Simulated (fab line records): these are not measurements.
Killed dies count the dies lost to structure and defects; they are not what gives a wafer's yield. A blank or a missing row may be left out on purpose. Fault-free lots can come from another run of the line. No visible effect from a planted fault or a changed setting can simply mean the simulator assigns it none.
8D (eight disciplines) problem report, filled in by code | flow n5Finfet | the parts of the form that need people (team, actions taken, sign-off) are left out

## 1. THE ISSUE
Wafers free of any fault read 267 nm (standard deviation 3.2) for M9_ILD_THK at N5_BEOL_M9_THK_MEAS_01, against a mean of 384 nm on 2 wafers of 2 lots. That is +37 standard deviations from the usual mean.
First observed at day 16 01:04: wafer L681.3, on filmMetro-01. The record holds 27 wafers of 9 lots with a number at this step. Rule for "out" (also "out of limits"): further than 4 standard deviations from the usual mean. The other wafers with a number count as sound.

## 2. WHAT IT IS AND WHAT IT IS NOT
question                    | is                | is not
which readings at this step | M9_ILD_THK        | -
which lots                  | L681, L683        | L661, L662, L665, L669, L671, L675, L684
which wafers of those lots  | L681.3, L683.5    | L681.5, L681.6, L683.1, L683.2
read on which gauges        | filmMetro-01      | filmMetro-02
when                        | from day 16 01:04 | up to then (20 sound wafers); but 5 sound wafers of L683, L684 came after

## 3. SUSPECTS, AND WHAT RULES EACH OUT
Counting: a tool at a process step up to the reading stays a suspect if it ran every lot that is out. Sound lots after the first of them don't rule it out here, since some wafers of a struck lot are sound.
- the gauge at N5_BEOL_M9_THK_MEAS_01 has been ruled out. All the wafers that are out were read on filmMetro-01, but those of them that N5_BEOL_M9_ILD_DEP_00 has rows for are out there too, on other tools.
- pecvd-01 at N5_BEOL_M9_ILD_DEP_00 (deposits SiCOH lowk from DEMS/porogen, target thk 308.51 nm, time 58 s): kept. Every lot that is out went through it, the first being L681 (day 16 00:28); the last sound lot it ran before that was L662 (day 10 18:01). On those wafers its own readings are out: runLengthS.
- At N5_BEOL_M9_ILD_DEP_00, inside pecvd-01: chamber 0 took the wafers that are out, while their sound lot-mates went through chambers 1, 2.
Left after counting: pecvd-01 at N5_BEOL_M9_ILD_DEP_00.

## 4. THE CAUSE (what the simulator had put in)
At N5_BEOL_M9_ILD_DEP_00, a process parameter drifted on pecvd-01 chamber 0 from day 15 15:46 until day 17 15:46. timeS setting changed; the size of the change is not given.
After counting, this tool was the only one left.

## 5. THE CHAIN OF EFFECTS, in route order
Each row: a reading where the mean over the struck wafers with a number is more than 3 standard deviations away from the usual. Scope: only readings with a usual standard deviation given in the record; hours: median across lots of the time from each lot's start at the first step in this table that gives one to its start at this step; sigmas: change in usual standard deviations.
hours | step                    | reading             | usual   | on struck wafers | change | sigmas
0     | N5_BEOL_M9_ILD_DEP_00   | runLengthS          | 101.1 s | 126.5            | +25.4  | +47
1     | N5_BEOL_M9_THK_MEAS_01  | M9_ILD_THK          | 267 nm  | 384              | +117   | +37
69    | N5_PASSIVATION_PROBE_49 | defectLimitedYield  | 91.4 %  | 0.0              | -91.4  | -61
69    | N5_PASSIVATION_PROBE_49 | killed_at_M4_up     | 13      | 1094             | +1081  | +99 or more
69    | N5_PASSIVATION_PROBE_49 | killedDies          | 101     | 1180             | +1079  | +60
69    | N5_PASSIVATION_PROBE_49 | killedOnRim         | 13      | 152              | +139   | +34
69    | N5_PASSIVATION_PROBE_49 | sort_bin_5_function | 5.0 %   | 96.2             | +91.2  | +91
69    | N5_PASSIVATION_PROBE_49 | sortNPass           | 1079    | 0                | -1079  | -60
69    | N5_PASSIVATION_PROBE_49 | sortYieldPct        | 91.4 %  | 0.0              | -91.4  | -61
The process steps in it:
- N5_BEOL_M9_ILD_DEP_00: deposits SiCOH lowk from DEMS/porogen, target thk 308.51 nm, time 58 s.
- N5_PASSIVATION_PROBE_49

## 6. WHAT WOULD HAVE CAUGHT IT SOONER
In this record the first reading out of limits at a measuring or inspecting step was taken at day 16 01:04, 9 hours after the fault began at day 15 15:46.
At N5_BEOL_M9_ILD_DEP_00, the tool's own readings (runLengthS) were out on each struck wafer the step has a row for, so an alarm limit on them would have fired on the first such wafer.
Each of the lots that are out, 2 in all, had begun N5_BEOL_M9_ILD_DEP_00 on pecvd-01 no later than day 16 01:04. Had the tool been put on hold then, not one of them would have been saved.
